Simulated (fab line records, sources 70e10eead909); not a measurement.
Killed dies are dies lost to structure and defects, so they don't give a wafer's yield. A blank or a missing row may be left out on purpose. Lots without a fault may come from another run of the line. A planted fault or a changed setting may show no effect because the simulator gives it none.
Which tool did it? | flow nand_harc | 12 lots, 36 wafers sampled, at 5 steps of a route of 1159

WHAT THE GAUGES READ, wafer by wafer
NHARC_A_M1_OVL_MEAS_10: pitch 240 nm. Usual: overlay_x_nm -0.2 nm, standard deviation 1; overlay_y_nm 0.1 nm, standard deviation 0.89.
lot  | measured     | on         | overlay_x_nm (nm) | overlay_y_nm (nm) | flag
L580 | day 17 22:05 | overlay-02 | -1.3 -0.5 -0.7    | -0.8 0.0 -0.5     |
L581 | day 17 22:48 | overlay-01 | -0.3 -0.9 -0.5    | -0.2 -0.2 -0.6    |
L578 | day 18 01:23 | overlay-01 | 1.0 0.0 0.4       | 0.3 0.3 0.3       |
L579 | day 19 01:10 | overlay-02 | 0.2 0.6 0.7       | -0.1 0.3 0.2      |
L584 | day 19 01:34 | overlay-01 | 0.0 -0.8 0.1      | -0.1 -0.1 0.2     |
L585 | day 19 21:43 | overlay-01 | -0.2 -0.3 -0.2    | 0.7 0.3 -0.1      |
L586 | day 20 04:31 | overlay-02 | 1.2 0.8 0.6       | -2.4 -2.2 -1.7    |
L588 | day 20 21:48 | overlay-02 | -1.7 -1.6 -1.5    | 0.1 0.1 -0.1      |
L591 | day 21 01:31 | overlay-02 | 1.0 1.3 1.0       | -0.7 -0.8 -0.6    |
L590 | day 21 11:44 | overlay-02 | -0.5 -0.2 -0.6    | -1.3 -0.7 -1.4    |
L592 | day 21 20:11 | overlay-01 | 0.7 0.3 0.3       | 1.7 1.9 2.1       |
L598 | day 22 12:22 | overlay-01 | -0.3 -1.9 -1.6    | 1.0 1.1 0.8       |

NHARC_END_SORT_01. Usual: killed_at_array 29, standard deviation 11; killed_at_other 0.6, standard deviation 1; killed_at_periphery 3.1, standard deviation 2.1; killed_dies 33, standard deviation 11; killed_open 3.1, standard deviation 1.9; killed_short 1.9, standard deviation 1.5.
lot  | measured     | on        | killed_at_array | killed_at_other | killed_at_periphery | killed_dies | killed_open | killed_short | flag
L592 | day 23 10:24 | prober-01 | 101 102 105     | 1 0 0           | 0 3 0               | 102 105 105 | 2 1 3       | 0 1 1        | OFF
L598 | day 24 04:46 | prober-02 | 94 92 98        | 0 0 0           | 2 1 1               | 96 93 99    | 1 3 2       | 1 1 2        | OFF

WHICH TOOL RAN EACH LOT (tool, then ch and the chambers of the sampled wafers, then the start)
lot  | NHARC_A_CONTACT_ETCH_130             | NHARC_A_M1_STRIP_18                | NHARC_A_BONDPAD_DESCUM_11
L580 | har_cap_etch-02 ch 0,1, day 17 01:46 | rie_diel-10 ch 0,3, day 17 22:34   | rie_diel-05 ch 0,3, day 18 02:57
L581 | har_cap_etch-03 ch 0,1, day 17 02:52 | rie_diel-10 ch 1,2,3, day 17 23:17 | rie_diel-05 ch 1,2,3, day 18 03:39
L578 | har_cap_etch-03 ch 0,1, day 17 06:49 | rie_diel-10 ch 0,2,3, day 18 02:02 | rie_diel-12 ch 0,1,2, day 18 06:20
L579 | har_cap_etch-01 ch 0,1, day 17 19:54 | rie_diel-10 ch 0,2,3, day 19 01:44 | rie_diel-12 ch 0,3, day 19 06:04
L584 | har_cap_etch-03 ch 0,1, day 18 01:56 | rie_diel-07 ch 1,2, day 19 02:14   | rie_diel-05 ch 1,2,3, day 19 06:41
L585 | har_cap_etch-01 ch 0,1, day 18 20:08 | rie_diel-09 ch 0,1,2, day 19 22:14 | rie_diel-05 ch 0,1,2, day 20 02:46
L586 | har_cap_etch-02 ch 0,1, day 19 01:47 | rie_diel-07 ch 0,1, day 20 05:01   | rie_diel-05 ch 0,3, day 20 09:38
L588 | har_cap_etch-01 ch 0,1, day 19 22:59 | rie_diel-07 ch 1,2,3, day 20 22:16 | rie_diel-05 ch 0,1,3, day 21 02:59
L591 | har_cap_etch-02 ch 0,1, day 20 03:04 | rie_diel-10 ch 1,2, day 21 02:00   | rie_diel-05 ch 0,2,3, day 21 06:21
L590 | har_cap_etch-01 ch 0,1, day 20 11:42 | rie_diel-07 ch 0,1,3, day 21 12:13 | rie_diel-05 ch 1,2,3, day 21 16:56
L592 | har_cap_etch-01 ch 0,1, day 20 20:49 | rie_diel-09 ch 1,2,3, day 21 20:41 | rie_diel-05 ch 0,2,3, day 22 01:02
L598 | har_cap_etch-01 ch 0,1, day 21 14:55 | rie_diel-10 ch 1,2,3, day 22 12:52 | rie_diel-03 ch 0,1,3, day 22 17:53
- NHARC_A_CONTACT_ETCH_130: etches the open film in C4F8/O2/Ar, time 155 s, target depth 956 nm.
- NHARC_A_M1_STRIP_18: strips in N2/H2.
- NHARC_A_BONDPAD_DESCUM_11: chemistry O2, time 3 s.

WHAT THE TOOLS THEMSELVES READ (means of the sampled wafers that have a number; where no wafer has one, the mark that the record gives instead)
NHARC_A_M1_STRIP_18. Usual: drypump_motor_current_A 5.84 A, standard deviation 0.25; oes_product_au 1.003 a.u., standard deviation 0.013; rf_fwd_power_W 998 W, standard deviation 3; rf_vpp_V 90.7 V, standard deviation 0.93; showerhead_plenum_p_Torr 2.02 Torr, standard deviation 0.079; throttle_valve_pct 14.171 %, standard deviation 0.0089.
lot  | tool        | drypump_motor_current_A (A) | oes_product_au (a.u.) | rf_fwd_power_W (W) | rf_vpp_V (V) | showerhead_plenum_p_Torr (Torr) | throttle_valve_pct (%) | flag
L580 | rie_diel-10 | 5.88                        | 1.008                 | 995                | 91.0         | 1.95                            | 14.160                 |
L581 | rie_diel-10 | 5.71                        | 0.995                 | 996                | 90.2         | 2.04                            | 14.171                 |
L578 | rie_diel-10 | 5.89                        | 1.000                 | 997                | 90.0         | 2.02                            | 14.171                 |
L579 | rie_diel-10 | 5.90                        | 0.989                 | 999                | 89.7         | 2.02                            | 14.175                 |
L584 | rie_diel-07 | 5.58                        | 1.006                 | 1001               | 91.0         | 2.02                            | 14.174                 |
L585 | rie_diel-09 | 6.06                        | 1.010                 | 1000               | 90.9         | 1.98                            | 14.162                 |
L586 | rie_diel-07 | 5.84                        | 1.015                 | 1001               | 90.8         | 2.10                            | 14.171                 |
L588 | rie_diel-07 | 5.66                        | 1.006                 | 998                | 91.2         | 2.02                            | 14.176                 |
L591 | rie_diel-10 | 5.74                        | 0.983                 | 998                | 91.7         | 2.11                            | 14.170                 |
L590 | rie_diel-07 | 5.85                        | 1.017                 | 996                | 90.8         | 2.07                            | 14.165                 |
L592 | rie_diel-09 | 6.05                        | 1.012                 | 1000               | 89.4         | 1.94                            | 14.165                 |
L598 | rie_diel-10 | 5.72                        | 0.999                 | 998                | 91.2         | 2.04                            | 14.166                 |

NHARC_A_BONDPAD_DESCUM_11. Usual: drypump_motor_current_A 5.57 A, standard deviation 0.21; oes_product_au 1.003 a.u., standard deviation 0.013; rf_vpp_V 57.5 V, standard deviation 0.89; showerhead_plenum_p_Torr 1.86 Torr, standard deviation 0.074; throttle_valve_pct 11.311 %, standard deviation 0.0083.
lot  | tool        | drypump_motor_current_A (A) | oes_product_au (a.u.) | rf_vpp_V (V) | showerhead_plenum_p_Torr (Torr) | throttle_valve_pct (%) | flag
L580 | rie_diel-05 | 5.61                        | 0.998                 | 57.1         | 1.93                            | 11.317                 |
L581 | rie_diel-05 | 5.53                        | 1.004                 | 57.9         | 1.83                            | 11.319                 |
L578 | rie_diel-12 | 5.81                        | 1.004                 | 58.4         | 1.88                            | 11.305                 |
L579 | rie_diel-12 | 6.03                        | 0.994                 | 57.6         | 1.84                            | 11.305                 |
L584 | rie_diel-05 | 5.51                        | 1.013                 | 57.1         | 1.83                            | 11.324                 |
L585 | rie_diel-05 | 5.64                        | 1.015                 | 56.8         | 1.84                            | 11.310                 |
L586 | rie_diel-05 | 5.47                        | 0.996                 | 58.1         | 1.91                            | 11.309                 |
L588 | rie_diel-05 | 5.50                        | 1.001                 | 57.7         | 1.88                            | 11.307                 |
L591 | rie_diel-05 | 5.60                        | 1.003                 | 57.1         | 1.88                            | 11.307                 |
L590 | rie_diel-05 | 5.51                        | 1.005                 | 56.7         | 1.83                            | 11.311                 |
L592 | rie_diel-05 | 5.59                        | 0.992                 | 57.9         | 1.88                            | 11.318                 |
L598 | rie_diel-03 | 5.37                        | 1.002                 | 56.9         | 1.84                            | 11.312                 |

THE ANSWER, worked out from the rows above alone
Rule: a lot is off if the mean of its wafers that have a number lies more than 3 standard deviations from the usual mean. A lot without any number at a reading at which 4 lots or more have one is off too. The other lots that the step has rows for count as sound. The gauges are gone through in route order, then the tools' own readings, and for those a lot's mean is taken as printed above. The first step at which some lot is off is used, and at that step the reading that is off furthest; a lot without a number counts as furthest.
Off: L592, L598, at NHARC_END_SORT_01 (killed_at_array). Neither off nor sound, because the step has no rows for them: L580, L581, L578, L579, L584, L585, L586, L588, L591, L590.
A tool fits if, at a process step before that reading, it ran every lot that is off, and no sound lot after the first of them. The gauges at NHARC_END_SORT_01 are tried like those tools. One fits: har_cap_etch-01 at NHARC_A_CONTACT_ETCH_130. It ran no sound lot before its first lot that is off in this sample, so the start can't be narrowed down.

WHAT THE SIMULATOR HAD PUT IN
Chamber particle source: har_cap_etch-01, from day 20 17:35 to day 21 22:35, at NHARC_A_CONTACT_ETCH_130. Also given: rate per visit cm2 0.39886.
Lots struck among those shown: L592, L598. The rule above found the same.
